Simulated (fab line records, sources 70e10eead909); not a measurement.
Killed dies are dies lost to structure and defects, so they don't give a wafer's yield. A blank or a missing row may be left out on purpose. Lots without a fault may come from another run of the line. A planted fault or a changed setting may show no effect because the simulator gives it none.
Chamber matching | flow nand_harc | NHARC_A_STAIRCASE_DESCUM_186 on rie_diel-05: 4 sister chambers
The step chemistry O2, time 3 s. 8 wafers are shown with their chamber, then 8 later ones without.

WAFERS WITH THEIR CHAMBER
wafer  | chamber | drypump_motor_current_A (A) | showerhead_plenum_p_Torr (Torr)
L079.4 | 1       | 5.9                         | 1.91
L084.6 | 0       | 5.9                         | 1.95
L089.1 | 2       | 6.1                         | 2.01
L089.3 | 0       | 5.8                         | 1.94
L086.3 | 3       | 6.6                         | 1.90
L086.5 | 2       | 6.2                         | 2.01
L086.6 | 3       | 6.6                         | 1.90
L097.1 | 1       | 5.9                         | 1.90

WAFERS WITHOUT THEIR CHAMBER
wafer  | drypump_motor_current_A (A) | showerhead_plenum_p_Torr (Torr)
L097.2 | 6.2                         | 2.01
L097.4 | 5.8                         | 1.94
L095.1 | 5.8                         | 1.94
L095.2 | 6.2                         | 2.01
L095.5 | 6.6                         | 1.90
L096.2 | 5.9                         | 1.90
L096.3 | 6.7                         | 1.90
L096.6 | 6.7                         | 1.90

WHICH CHAMBER EACH WENT THROUGH
wafer  | from the rows above | in truth
L097.2 | 2                   | 2
L097.4 | 0                   | 0
L095.1 | 0                   | 0
L095.2 | 2                   | 2
L095.5 | 3                   | 3
L096.2 | 1                   | 1
L096.3 | 3                   | 3
L096.6 | 3                   | 3
Placed correctly: 8 of 8. Can't be placed from these rows: 0. Placed wrongly: 0.
How it was worked out, from the rows above alone: a wafer's distance from a chamber is the root of the sum, over the readings, of the square of ((its reading less the chamber's mean) divided by the reading's scatter). The wafer belongs to the nearest chamber; if the next one is less than 2 further off, it can't be placed. A chamber's mean is the mean of its shown wafers. The scatter: the root of (the sum of the squares of (reading less its chamber's mean) over the shown wafers, divided by (wafers less chambers)).
